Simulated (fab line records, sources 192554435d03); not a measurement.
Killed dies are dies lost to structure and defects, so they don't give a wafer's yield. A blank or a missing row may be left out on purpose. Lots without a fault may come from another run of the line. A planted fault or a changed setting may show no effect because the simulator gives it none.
One fault seen from 2 desks | flow n5_finfet | each desk has only its own numbers; what lay behind them comes last

THE DEFECT DESK
What the inspections along the route counted, lot by lot: means of the sampled wafers that have a number. A lot is out of limits, marked OUT, if its mean lies more than 4 standard deviations from the usual mean; the brackets give that distance.
Columns: A = raw_defect_count at N5_BEOL_M4_INSPECT_59, usual 66
lot  | first seen here | A
L162 | day 7 19:08     | 80
L163 | day 7 22:49     | 69
L165 | day 8 15:35     | 64
L164 | day 8 18:41     | 51
L169 | day 9 15:09     | 54
L168 | day 9 16:38     | 65
L174 | day 10 21:59    | 75
L175 | day 11 17:17    | 74
L181 | day 12 23:23    | 73
L180 | day 12 23:41    | 88
L183 | day 13 03:28    | 100
This desk's finding: nothing out of limits on any of the 11 lots.

THE TOOL OWNER'S DESK: euv_scanner-01
The tool's own readings at N5_BEOL_M5_EXPOSE_08 (exposes mask M5, target cd 28 nm): means of the sampled wafers that have a number, for each lot that ran on this tool. A lot is out of limits, marked OUT, if its mean lies more than 4 standard deviations from the usual mean; the brackets give that distance.
Columns: A = exposure_dose_mJ_cm2 at N5_BEOL_M5_EXPOSE_08, usual 35.73
lot  | first seen here | A
L162 | day 7 23:11     | 35.70
L163 | day 8 01:23     | 35.69
L165 | day 8 18:52     | 35.69
L164 | day 8 20:47     | 36.61 (+18) OUT
L169 | day 9 19:16     | 36.30 (+12) OUT
L168 | day 9 19:37     | 36.15 (+8.6) OUT
This desk's finding: out of limits on L164, L168, L169; first on L164, day 8 20:47 (exposure_dose_mJ_cm2 at N5_BEOL_M5_EXPOSE_08). In limits: L162, L163, L165.

PUT TOGETHER
The tool owner's desk could have raised an alarm at day 8 20:47, on L164, L168, L169.
The defect desk saw nothing out of limits.
The defect desk has L164, L168, L169 on record, within its limits.
Of the lots named, all ran N5_BEOL_M5_EXPOSE_08 on euv_scanner-01.

WHAT THE SIMULATOR HAD PUT IN
Process parameter drift: euv_scanner-01, from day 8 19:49 on, at N5_BEOL_M5_EXPOSE_08. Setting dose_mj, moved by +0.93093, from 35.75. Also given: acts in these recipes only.
Lots struck among those shown: L164, L168, L169.
Hours from the fault's start to each desk's first reading out of limits: the tool owner's desk, 1.
